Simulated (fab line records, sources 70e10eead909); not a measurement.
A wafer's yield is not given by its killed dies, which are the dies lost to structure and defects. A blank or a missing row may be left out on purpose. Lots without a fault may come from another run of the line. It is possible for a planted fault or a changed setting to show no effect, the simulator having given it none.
Matching of chambers	flow nandHarc	NHARC_P_M2_DEP_33 on pecvd-02 has 3 sister chambers
The step deposits SiCN, target thk 30 nm. 3 wafers are shown with their chamber, then 9 later ones without.

## WAFERS PAIRED WITH THEIR CHAMBERS
wafer	chamber	heaterPowerW (W)
L087.2	2	469
L087.5	1	458
L087.6	0	470

## WAFERS WITHOUT THEIR CHAMBER
wafer	heaterPowerW (W)
L089.2	542
L089.4	533
L089.5	529
L092.2	485
L092.4	505
L092.6	457
L097.2	532
L097.4	468
L097.6	531

## EACH ONE'S CHAMBER
wafer	from the rows above	in truth
L089.2	can't be placed: 0 or 2 or 1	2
L089.4	can't be placed: 0 or 2 or 1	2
L089.5	can't be placed: 0 or 2 or 1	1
L092.2	can't be placed: 0 or 2 or 1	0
L092.4	can't be placed: 0 or 2 or 1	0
L092.6	can't be placed: 1 or 2 or 0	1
L097.2	can't be placed: 0 or 2 or 1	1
L097.4	can't be placed: 2 or 0 or 1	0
L097.6	can't be placed: 0 or 2 or 1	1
Placed correctly: 0 of 9. Can't be placed from these rows: 9 (the true chamber is among the candidates in 9). Placed wrongly: 0.
How it was worked out, from the rows above alone: a wafer's distance from a chamber is the root of the sum, over the readings, of the square of ((its reading less the chamber's mean) divided by the reading's scatter). If the next closest chamber is less than 2 further off than the closest, the wafer can't be placed; otherwise it belongs to the closest. The mean given for a chamber averages the wafers shown for that chamber. The scatter: with one shown wafer a chamber, the root of the mean of the squares of how far each hidden wafer lies from its nearest shown one.
